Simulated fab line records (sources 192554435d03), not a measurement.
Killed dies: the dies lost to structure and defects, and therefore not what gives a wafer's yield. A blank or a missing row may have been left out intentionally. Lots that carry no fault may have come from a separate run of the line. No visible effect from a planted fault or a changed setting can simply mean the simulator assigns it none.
fab line records	flow n5-finfet
[record] lots = 11	wafers = 32	last-day = 17
route steps=1938 shown MOL_CONTACT_COAG@557 MIM_TOP_ETCH@1851 TV_LITHO@1886 PASSIVATION@1911
lots untouched by any fault: they come from a run of this same line in which no faults occurred
start-h: hours from the record's opening day to when the first of the lot's shown wafers began	wait-h: how many hours have passed since the lot's step before this one	" the same as in the row above	L1.1+2: a single row standing in for several wafers	- no value present, or no start provided	* or withheld: withheld	< > ~ a bound
route shown NAME@n: a module of which the file shows steps, and the number in the route of the first	usual: the fault-free wafers' mean and standard deviation	same: alike in all rows	chamber/n: place in a boat	sites: the reading at each site	_std_site: their standard deviation	_edge_site: the outer-site mean with the inner-site mean subtracted	radius-mm: for every site, how far away it sits from the centre of the wafer	mask NAME#n: copy n	behind: tool/chamber where the wafer was last shaped	hold: the reason the lot was held/the length of the hold in hours/how it ended	device: which transistor (n, p or np) failed to switch	end of line: tests of these same wafers at the route's end	a step with no rows: only its recipe	killed: dies that structure and defects cost at the first sort, which is not the same as the wafer's yield	map: a wafer's dies, x killed, . not, _ none there
set.NAME: the setting that was run; set.NAME@STEP: the one run at that earlier step	model.NAME: the simulator's own value behind a step, which no gauge read
steps of the route over a sample of lots; a table a step, a row a wafer
services: from which hour (start-h, from the record's first day; less than 0 if before it) a tool's chamber was out of use, for how many hours, and why
[[steps]]
[step N5_MOL_CONTACT_COAG_WET_ETCH_26]
[recipe] target = Co	target-depth-nm = 13
lot.wafer	tool	chamber	start-h	wait-h
L307.1+2+3	wet-bench-04	3,5,4	107.90	0.0
L308.2+3+6	wet-bench-03	6,2,3	113.38	0.0
L309.2+3+5	wet-bench-03	2,0,1	119.83	0.0
L313.1+2	wet-bench-03	5,3	143.44	0.0
L315.1+5+6	wet-bench-06	2,7,0	159.20	0.0
L316.4+5+6	wet-bench-03	7,0,4	164.94	0.0
L317.1+3+4	wet-bench-06	3,4,1	171.62	0.0
L318.2+5+6	wet-bench-06	5,1,4	174.60	0.0
L319.1+2+6	wet-bench-06	7,1,0	176.54	0.0
L323.1+2+6	wet-bench-03	4,2,5	206.08	0.0
L328.2+3+6	wet-bench-06	3,4,5	232.32	0.0
[step N5_MIM_TOP_ETCH_ETCH_00]
[recipe] chemistry = Cl2/BCl3	target = TiN	target-depth-a = 385	ion-energy-ev = 150	pressure-mtorr = 10	icp-w = 1000	bias-w = 126	Cl2_flow_sccm = 53.25	bcl3-flow-sccm = 21.75	Ar_flow_sccm = 25
[usual] chamber-pressure-mTorr = 10.000/0.0098	drypump-motor-current-A = 5.7/0.47	oes-product-au = 0.81/0.094	throttle-valve-pct = 22.72/0.19
lot.wafer	tool	chamber	start-h	wait-h	chamber-pressure-mTorr	drypump-motor-current-A	oes-product-au	rf-hours-counter-h	throttle-valve-pct
L308.2	rie-metal-02	0	273.13	0.1	10.005	6.0	0.74	51	22.72
L308.3	"	0	"	"	9.993	6.0	0.74	-	22.73
L308.6	"	1	"	"	10.019	5.1	0.96	-	22.73
L309.2	rie-metal-03	0	278.49	0.1	10.002	5.6	0.68	91	22.98
L309.3	"	0	"	"	10.008	5.6	0.68	-	23.00
L309.5	"	0	"	"	10.006	5.6	0.68	-	23.01
L307.1	rie-metal-02	1	288.80	0.1	10.005	5.1	0.94	5	22.76
L307.2	"	0	"	"	9.997	6.1	0.75	53	22.76
L307.3	"	1	"	"	9.994	5.1	0.94	-	22.76
L313.1	rie-metal-02	0	299.18	0.1	9.988	6.0	0.74	54	22.73
L313.2	"	1	"	"	9.994	5.1	0.94	5	22.74
L315.1	rie-metal-02	0	317.64	0.1	10.011	6.0	0.72	55	22.75
L315.5	"	0	"	"	10.000	6.0	0.73	-	22.75
L315.6	"	1	"	"	10.000	5.1	0.92	-	22.77
L318.2	rie-metal-02	1	328.12	0.1	9.999	5.1	0.91	8	22.76
L318.5	"	1	"	"	10.004	5.1	0.92	-	22.75
L318.6	"	0	"	"	9.988	6.0	0.74	-	22.74
L316.4	rie-metal-03	0	329.87	0.1	9.995	5.6	0.68	-	23.00
L316.5	"	1	"	"	10.004	5.8	0.83	-	22.31
L316.6	"	0	"	"	9.995	5.6	0.68	-	23.01
L319.1	rie-metal-02	0	332.70	0.1	9.990	6.0	0.73	57	22.75
L319.2	"	1	"	"	9.993	5.1	0.91	8	22.77
L319.6	"	1	"	"	10.006	5.1	0.91	-	22.75
L317.1	rie-metal-02	1	340.80	0.1	9.998	5.1	0.91	10	22.76
L317.3	"	1	"	"	9.998	5.1	0.90	-	22.78
L317.4	"	0	"	"	10.005	6.0	0.74	-	22.76
L328.2	rie-metal-03	1	392.49	0.1	10.010	5.9	0.82	-	22.31
L328.3	"	1	"	"	10.011	5.9	0.82	-	22.32
L328.6	"	1	"	"	9.986	5.9	0.82	-	22.32
[step N5_PASSIVATION_DESCUM_12]
[recipe] chemistry = O2	time-s = 7.9	source-power-w = 50	bias-power-w = 20	pressure-mtorr = 20	rf-frequency-hz = 2.712e+07	temp-c = 40	o2-flow-sccm = 225
[usual] chamber-pressure-mTorr = 19.999/0.021	drypump-motor-current-A = 5.8/0.4	o2-flow-sccm = 225.0/0.72	oes-product-au = 0.77/0.058	rf-vpp-V = 243.5/1.5	showerhead-plenum-p-Torr = 2.13/0.089	throttle-valve-pct = 20.50/0.29
[same] time-s = 7.9
lot.wafer	tool	chamber	start-h	wait-h	chamber-pressure-mTorr	drypump-motor-current-A	o2-flow-sccm	oes-product-au	rf-hours-counter-h	rf-vpp-V	showerhead-plenum-p-Torr	throttle-valve-pct
L308.2	rie-diel-02	0	276.31	0.5	20.010	5.1	225.0	0.73	187	242.4	2.19	20.85
L308.3	"	1	"	"	20.019	5.6	225.1	0.86	76	244.9	2.24	20.35
L308.6	"	1	"	"	20.009	5.6	223.9	0.86	-	243.4	2.24	20.34
L309.2	rie-diel-04	0	281.16	0.4	20.001	5.7	224.7	0.87	44	240.4	2.05	20.20
L309.3	"	2	"	"	20.018	5.3	224.9	0.78	124	242.6	2.01	20.50
L309.5	"	0	"	"	19.984	5.6	223.5	0.86	-	242.4	2.05	20.21
L307.1	rie-diel-02	3	293.53	0.0	20.022	5.8	224.8	0.79	98	244.0	2.22	20.05
L307.2	"	0	"	"	20.012	5.1	223.6	0.72	193	243.6	2.19	20.88
L307.3	"	1	"	"	19.968	5.6	225.2	0.85	82	244.9	2.23	20.35
L313.1	rie-diel-02	3	304.07	0.0	20.001	5.9	225.4	0.80	101	245.5	2.21	20.07
L313.2	"	1	"	"	20.022	5.6	225.2	0.84	86	243.6	2.23	20.36
L315.1	rie-diel-02	3	321.80	0.0	19.993	5.8	224.2	0.78	108	244.9	2.21	20.06
L315.5	"	3	"	"	20.017	5.8	225.3	0.79	-	244.8	2.21	20.07
L315.6	"	0	"	"	19.988	5.1	225.0	0.72	-	244.1	2.19	20.88
L318.2	rie-diel-02	3	330.90	0.2	19.972	5.9	225.1	0.78	111	244.2	2.21	20.07
L318.5	"	1	"	"	20.014	5.6	224.6	0.83	-	245.0	2.23	20.38
L318.6	"	0	"	"	19.971	5.1	226.3	0.72	-	245.2	2.19	20.89
L316.4	rie-diel-06	0	334.69	0.9	19.990	5.6	224.8	0.69	240	241.6	2.00	20.76
L316.5	"	2	"	"	19.979	6.0	225.8	0.78	-	245.2	2.21	20.44
L316.6	"	3	"	"	19.993	5.6	224.8	0.71	-	243.0	2.16	20.43
L319.1	rie-diel-02	0	336.21	0.5	20.014	5.1	226.0	0.72	206	243.0	2.19	20.90
L319.2	"	2	"	"	19.983	6.5	225.5	0.75	133	242.7	2.02	20.94
L319.6	"	2	"	"	20.025	6.5	225.1	0.75	-	241.3	2.02	20.95
L317.1	rie-diel-04	1	344.51	0.2	19.985	5.5	224.3	0.97	0	241.9	2.04	20.01
L317.3	"	3	"	"	19.994	6.0	225.3	0.81	78	244.5	2.12	20.58
L317.4	"	2	"	"	19.982	5.3	226.2	0.77	145	241.1	2.00	20.56
L328.2	rie-diel-06	3	396.13	0.0	19.992	5.6	225.5	0.69	233	243.1	2.15	20.46
L328.3	"	2	"	"	19.994	6.0	224.3	0.76	152	245.0	2.20	20.50
L328.6	"	0	"	"	20.012	5.6	226.3	0.97	-	246.6	2.26	20.42
[step N5_PASSIVATION_STRIP_34]
[recipe] chemistry = O2	power-w = 600	temp-c = 60	pressure-mtorr = 30	rf-frequency-hz = 6e+07	bias-power-w = 0	overash-fraction = 2	o2-flow-sccm = 225
[usual] chamber-pressure-mTorr = 29.99/0.087	drypump-motor-current-A = 5.7/0.42	o2-flow-sccm = 225.1/0.68	oes-product-au = 0.81/0.076	rf-vpp-V = 3.7/1.6	showerhead-plenum-p-Torr = 2.09/0.062	throttle-valve-pct = 16.60/0.22
lot.wafer	tool	chamber	start-h	wait-h	chamber-pressure-mTorr	drypump-motor-current-A	o2-flow-sccm	oes-product-au	rf-hours-counter-h	rf-vpp-V	showerhead-plenum-p-Torr	throttle-valve-pct
L308.2	rie-diel-03	3	279.10	0.1	29.98	5.6	224.5	0.77	136	4.6	2.18	16.76
L308.3	"	1	"	"	30.11	6.7	224.9	0.86	63	4.0	2.05	16.67
L308.6	"	2	"	"	29.97	5.9	223.8	0.81	-	2.6	2.05	16.68
L309.2	rie-diel-03	2	283.63	0.2	30.05	5.9	224.8	0.82	75	6.3	2.04	16.68
L309.3	"	0	"	"	30.06	5.5	225.4	0.94	17	2.5	2.24	16.17
L309.5	"	1	"	"	29.79	6.7	224.3	0.85	-	3.1	2.05	16.65
L307.1	rie-diel-01	1	295.96	0.1	30.04	5.6	225.3	0.81	78	2.6	2.10	16.27
L307.2	"	3	"	"	30.00	5.2	225.2	0.83	96	4.3	2.04	16.79
L307.3	"	2	"	"	30.17	5.7	224.6	0.94	12	4.0	2.05	16.71
L313.1	rie-diel-05	3	307.10	0.1	29.97	5.6	224.5	0.66	242	1.7	2.07	16.82
L313.2	"	2	"	"	30.06	6.1	224.9	0.91	13	6.5	2.12	16.39
L315.1	rie-diel-01	3	323.96	0.1	30.27	5.2	224.0	0.78	108	2.5	2.04	16.87
L315.5	"	3	"	"	29.86	5.2	224.1	0.80	-	1.2	2.04	16.91
L315.6	"	2	"	"	29.90	5.8	224.2	0.92	-	1.6	2.04	16.72
L318.2	rie-diel-05	0	332.94	0.1	30.02	5.5	224.2	0.77	124	3.4	2.20	16.47
L318.5	"	2	"	"	30.00	6.2	224.0	0.87	-	1.1	2.12	16.39
L318.6	"	3	"	"	30.06	5.6	223.3	0.68	-	6.9	2.06	16.88
L316.4	rie-diel-05	2	337.20	0.1	30.06	6.1	225.4	0.89	-	6.2	2.12	16.35
L316.5	"	0	"	"	30.07	5.5	225.2	0.76	-	5.3	2.20	16.45
L316.6	"	3	"	"	29.98	5.6	225.3	0.68	-	5.0	2.06	16.84
L319.1	rie-diel-05	2	338.42	0.3	29.89	6.2	225.9	0.93	28	5.8	2.12	16.39
L319.2	"	3	"	"	30.07	5.6	225.8	0.67	257	2.6	2.06	16.91
L319.6	"	3	"	"	30.04	5.6	224.1	0.69	-	2.1	2.06	16.92
L317.1	rie-diel-05	0	346.95	0.1	29.89	5.5	224.9	0.76	132	5.8	2.20	16.45
L317.3	"	3	"	"	30.09	5.6	224.2	0.68	261	3.6	2.06	16.87
L317.4	"	2	"	"	29.92	6.2	225.3	0.89	-	3.6	2.12	16.42
L328.2	rie-diel-01	3	398.44	0.1	29.95	5.2	224.8	0.77	136	4.6	2.03	16.90
L328.3	"	2	"	"	30.02	5.8	224.6	0.88	50	2.0	2.04	16.80
L328.6	"	1	"	"	29.95	5.6	226.1	0.79	-	3.8	2.09	16.32
[step N5_PASSIVATION_PROBE_49]
[usual] killed_at_M0_to_M3 = 32/9.7	killed_at_M4_up = 14/5.3	killed-at-contacts = 11/6	killed-at-front-end = 39/14	killed-at-other = 3.3/2.7	killed-dies = 100/17	killed-on-rim = 14/4	killed-open = 66/13	killed-short = 32/7.4
[same] gross-dies = 1180	killed-at-back-side = 0
lot.wafer	tool	chamber	start-h	wait-h	killed_at_M0_to_M3	killed_at_M4_up	killed-at-contacts	killed-at-front-end	killed-at-other	killed-dies	killed-on-rim	killed-open	killed-short
L318.2	prober-01	-	337.44	0.1	34	10	18	35	1	98	10	58	39
L318.5	prober-01	-	337.59	0.2	32	14	5	20	4	75	9	54	20
L318.6	prober-01	-	337.64	0.3	25	19	15	23	4	86	8	57	29
L323.1	prober-01	-	382.38	0.0	29	16	1084	49	2	1180	152	82	30
L323.2	prober-01	-	382.43	0.1	25	11	1061	82	1	1180	152	83	50
L323.6	prober-01	-	382.63	0.3	47	13	1081	35	4	1180	152	82	28
// killed by level:class
L318.2 MOL_CONTACT_COAG:geometric-particle:open=14 BEOL_M0_SAQP:geometric-particle:open=13 BEOL_M0_SAQP:geometric-particle:short=11 STI_FIN_REVEAL:geometric-particle:open=8 FIN_SAQP:geometric-particle:short=7 FIN_SAQP:geometric-particle:open=6 BEOL_M4:geometric-particle:open=5 GATE_CUT:geometric-particle:short=4
L318.5 BEOL_M3:geometric-particle:open=10 BEOL_M0_SAQP:geometric-particle:open=9 STI_FIN_REVEAL:geometric-particle:open=7 BEOL_M0_SAQP:geometric-particle:short=7 MOL_CONTACT_COAG:geometric-particle:open=5 BEOL_M5:geometric-particle:open=4 FIN_SAQP:geometric-particle:open=3 FIN_SAQP:geometric-particle:short=3
L318.6 MOL_CONTACT_COAG:geometric-particle:open=14 BEOL_M4:geometric-particle:open=10 BEOL_M0_SAQP:geometric-particle:short=8 BEOL_M0_SAQP:geometric-particle:open=6 FIN_SAQP:geometric-particle:short=4 FIN_SAQP:geometric-particle:open=4 GATE_CUT:geometric-particle:short=4 BEOL_M3:geometric-particle:open=4
L323.1 MOL_CONTACT_COAG:area-etch=1067 STI_FIN_REVEAL:geometric-particle:open=14 MOL_CONTACT_COAG:geometric-particle:open=13 BEOL_M3:geometric-particle:open=12 FIN_SAQP:geometric-particle:open=10 STI_FIN_REVEAL:geometric-particle:short=6 BEOL_M0_SAQP:geometric-particle:open=6 MOL_CONTACT_COAG:geometric-particle:short=4
L323.2 MOL_CONTACT_COAG:area-etch=1047 STI_FIN_REVEAL:geometric-particle:open=24 FIN_SAQP:geometric-particle:open=16 FIN_SAQP:geometric-particle:short=16 MOL_CONTACT_COAG:geometric-particle:open=10 BEOL_M3:geometric-particle:open=7 STI_FIN_REVEAL:geometric-particle:short=6 ILD0:geometric-particle:short=6
L323.6 MOL_CONTACT_COAG:area-etch=1069 BEOL_M0_SAQP:geometric-particle:open=20 MOL_CONTACT_COAG:geometric-particle:open=11 BEOL_M0_SAQP:geometric-particle:short=11 STI_FIN_REVEAL:geometric-particle:open=9 FIN_SAQP:geometric-particle:open=8 FIN_SAQP:geometric-particle:short=7 BEOL_M3:geometric-particle:open=6
[[services]]
tool	chamber	start-h	hours	kind
rie-diel-01	1	94.09	2.9	repair
rie-diel-04	2	97.38	9.7	repair
rie-diel-05	0	122.16	10.0	repair
rie-diel-03	-	128.90	15.6	pm
rie-diel-02	3	139.39	2.0	repair
rie-diel-01	-	178.16	0.7	repair
wet-bench-06	-	205.46	2.0	repair
rie-diel-05	1	213.01	3.8	repair
rie-metal-02	-	220.54	1.9	repair
rie-diel-02	3	240.22	32.8	repair
rie-metal-03	1	241.17	12.5	repair
rie-diel-05	2	241.53	4.6	repair
rie-metal-02	0	259.68	4.2	repair
rie-diel-01	0	293.25	34.3	repair
rie-diel-05	2	294.72	3.8	repair
rie-diel-05	0	303.23	6.3	repair
rie-metal-02	1	307.60	2.2	repair
wet-bench-03	-	308.80	2.2	repair
rie-metal-02	-	328.93	1.4	pm
rie-diel-02	-	332.25	2.8	pm
rie-metal-02	-	356.20	0.7	repair
wet-bench-06	-	389.94	3.4	repair
rie-diel-01	-	391.33	0.1	repair
rie-diel-02	2	394.99	4.1	repair
[[key]]
[first-sign] step = N5_PASSIVATION_PROBE_49	reading = killed-at-contacts	direction = up	sigmas = 99+	usual = 11	struck = 1075
[effect] step = N5_PASSIVATION_PROBE_49	reading = killed-dies	direction = up	sigmas = 63	usual = 100	struck = 1180
[more-kills-born-at] N5_MOL_CONTACT_COAG_WET_ETCH_26@wet-bench-03 = 3183
met-at N5_MOL_CONTACT_COAG_WET_ETCH_26
struck-lots L323
later-rows-left-out L323.1,L323.2,L323.6
tester-left-out L323
not-acting-at N5_MIM_TOP_ETCH_ETCH_00,N5_PASSIVATION_DESCUM_12,N5_PASSIVATION_STRIP_34
onset-between 176.54 206.08
[fault] kind = skipped-step-whole	tool = wet-bench-03,wet-bench-06	chamber = -	onset-h = 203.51	steps = N5_MOL_CONTACT_COAG_WET_ETCH_26	scope = struck-lots-only
// tester-left-out: of these lots the tester's yield and bins aren't shown, on N5 and GAA mostly nor the transistor test; their killed dies are dies lost to structure and defects alone, not to doping, threshold or leakage, so they don't give the yield
// later-rows-left-out: the simulator's readings of these wafers behind a module that went badly wrong aren't trusted and aren't shown, but for the sort
